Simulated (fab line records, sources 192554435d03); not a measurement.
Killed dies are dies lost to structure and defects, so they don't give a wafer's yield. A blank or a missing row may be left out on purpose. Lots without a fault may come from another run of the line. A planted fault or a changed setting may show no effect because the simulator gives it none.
Split-lot experiment | flow n5_finfet | 7 lots, 21 wafers read, on a route of 1938 steps

THE SPLIT
At N5_BEOL_M13_COAT_22 (resist thk 300 nm), the setting spin_rpm was moved away from the recipe's 2888 rpm on 6 of the 21 wafers read, by -8.1% to +11.0%. The other wafers ran this setting at the recipe's value.

FROM THE SPLIT TO THE READING: what the file shows between them, 2 steps
- N5_BEOL_M13_EBR_24
- N5_BEOL_M13_SOFTBAKE_23: time 60 s

THE READING
coat_of_BEOL_M13_COAT_22.thk_nm (the simulator's own value, which no gauge read), in nm, at N5_BEOL_M13_DESCUM_33 (chemistry O2, time 7.9 s). The file gives no usual value for it. The 15 wafers here that ran the recipe average 283.4 nm, standard deviation 0.66 nm.

wafer  | tool, chamber at the split | spin_rpm as run, rpm | against the recipe | coat_of_BEOL_M13_COAT_22.thk_nm, nm | against lot-mates on the recipe
L078.4 | litho_track-02, 0          | 2888                 | recipe             | 282.6                               | -
L078.5 | litho_track-02, 0          | 3098                 | +7.3%              | 271.8                               | -11.4
L078.6 | litho_track-02, 0          | 2888                 | recipe             | 283.8                               | -
L081.1 | litho_track-01, 0          | 2888                 | recipe             | 283.6                               | -
L081.3 | litho_track-01, 0          | 2888                 | recipe             | 282.2                               | -
L081.5 | litho_track-01, 0          | 2888                 | recipe             | 282.2                               | -
L080.1 | litho_track-02, 0          | 3190                 | +10.5%             | 268                                 | -15.4
L080.2 | litho_track-02, 0          | 2888                 | recipe             | 283.6                               | -
L080.6 | litho_track-02, 0          | 2888                 | recipe             | 283.2                               | -
L084.2 | litho_track-01, 0          | 2888                 | recipe             | 284                                 | -
L084.5 | litho_track-01, 0          | 2888                 | recipe             | 283.8                               | -
L084.6 | litho_track-01, 0          | 2888                 | recipe             | 283.4                               | -
L083.1 | litho_track-01, 0          | 3207                 | +11.0%             | 269                                 | -15.2
L083.2 | litho_track-01, 0          | 3207                 | +11.0%             | 268.4                               | -15.8
L083.4 | litho_track-01, 0          | 2888                 | recipe             | 284.2                               | -
L088.1 | litho_track-02, 0          | 2888                 | recipe             | 284                                 | -
L088.3 | litho_track-02, 0          | 2888                 | recipe             | 283.8                               | -
L088.4 | litho_track-02, 0          | 2888                 | recipe             | 282.4                               | -
L091.1 | litho_track-03, 0          | 2888                 | recipe             | 283.6                               | -
L091.4 | litho_track-03, 0          | 2654                 | -8.1%              | 294.8                               | +11.2
L091.6 | litho_track-03, 0          | 2654                 | -8.1%              | 296                                 | +12.4

THE FIT
A straight line over all 21 wafers: coat_of_BEOL_M13_COAT_22.thk_nm changes by -1.42 nm for each +1% of spin_rpm; r = -0.99; the points scatter about the line by 0.79 nm.
The same after taking each lot's own level away (the mean of its wafers on the recipe; 21 wafers): -1.45 nm for each +1%; r = -1.00; scatter 0.56 nm.
On that fit, the largest move of spin_rpm shifts the reading by 16 nm.
The lots' own levels span 282.67 to 284.20 nm, that is 2.3 times the standard deviation above.
So the lot-to-lot level changes the slope little: the two slopes agree.
Check: with one of the wafers moved furthest among these (+11.0%) left out of the fit, the line predicts -16.2 nm for it against its lot-mates. It came out at -15.2 nm against them.

OTHER SPLITS ON THESE WAFERS
These wafers also went through other splits before the reading. Each is held against what the fit with the lots' levels taken away leaves over:
other split on the same wafers | wafers away from the commonest value | r with coat_of_BEOL_M13_COAT_22.thk_nm (lot level and that fit taken away)
N5_BEOL_M11_COAT_22 spin_rpm   | 8                                    | +0.01
N5_BEOL_M12_COAT_66 spin_rpm   | 8                                    | +0.24

THE WHOLE CHAIN: every reading that the file lists as answering this split, in the file's order
step                  | what it does             | reading                                                                          | change (the file's fit)              | r (the file's)
N5_BEOL_M13_COAT_22   | resist thk 300 nm        | coat_of_BEOL_M13_COAT_22.thk_nm (the simulator's own value, which no gauge read) | -1.45 nm for each +1% of the setting | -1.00
N5_BEOL_M13_DESCUM_33 | chemistry O2, time 7.9 s | coat_of_BEOL_M13_COAT_22.thk_nm (the simulator's own value, which no gauge read) | -1.46 nm for each +1% of the setting | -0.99

THE FILE'S OWN FIT
coat_of_BEOL_M13_COAT_22.thk_nm changes by -1.46 nm for each +1% of spin_rpm, r = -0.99.
